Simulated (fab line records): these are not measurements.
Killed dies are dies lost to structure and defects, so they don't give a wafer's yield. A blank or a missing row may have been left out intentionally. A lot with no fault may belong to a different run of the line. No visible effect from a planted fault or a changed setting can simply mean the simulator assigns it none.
Which tool did it? / flow n5Finfet / 6 lots, 17 wafers sampled, at 1 step of a route of 1938

WHAT THE GAUGES READ, wafer by wafer
N5_ZERO_LAYER_CD_MEAS_11 targets a cd of 2000 nm.
lot=L727; measured=day 2 06:47; on=cdSem-02; cdNm (nm)=2000.7 2000.3
lot=L730; measured=day 3 00:47; on=cdSem-03; cdNm (nm)=1997.0 1998.1 2001.3
lot=L733; measured=day 3 18:40; on=cdSem-01; cdNm (nm)=2003.2 1996.4 1998.6
lot=L737; measured=day 4 18:46; on=cdSem-02; cdNm (nm)=2000.1 1997.7 1998.1
lot=L740; measured=day 5 12:46; on=cdSem-03; cdNm (nm)=1998.7 1998.0 2001.7
lot=L747; measured=day 7 06:38; on=cdSem-03; cdNm (nm)=2004.5 2004.1 1996.9

WHAT TOOL EACH LOT RAN ON (gives the tool, then ch and the chambers of the sampled wafers, and finally the start)
The record holds no process step before these readings.

THE ANSWER, worked out from the rows above alone
Rule: what is usual is taken from the lots themselves. The widest of any qualifying gaps counts: lots, ordered by their means at a reading, are off when they make up no more than a third of the lots, leave a main group of 4 or more, and stand apart from it by 3 or more times the standard deviation of that group's means. If all means in a main group match to the digits the tables above print for the reading, that group is not used. Also off: a lot with no number at a reading for which 4 or more lots have one. The other lots that the step has rows for count as sound.
No lot is off on any of the readings shown, so nothing can be concluded from this.

WHAT THE SIMULATOR HAD PUT IN
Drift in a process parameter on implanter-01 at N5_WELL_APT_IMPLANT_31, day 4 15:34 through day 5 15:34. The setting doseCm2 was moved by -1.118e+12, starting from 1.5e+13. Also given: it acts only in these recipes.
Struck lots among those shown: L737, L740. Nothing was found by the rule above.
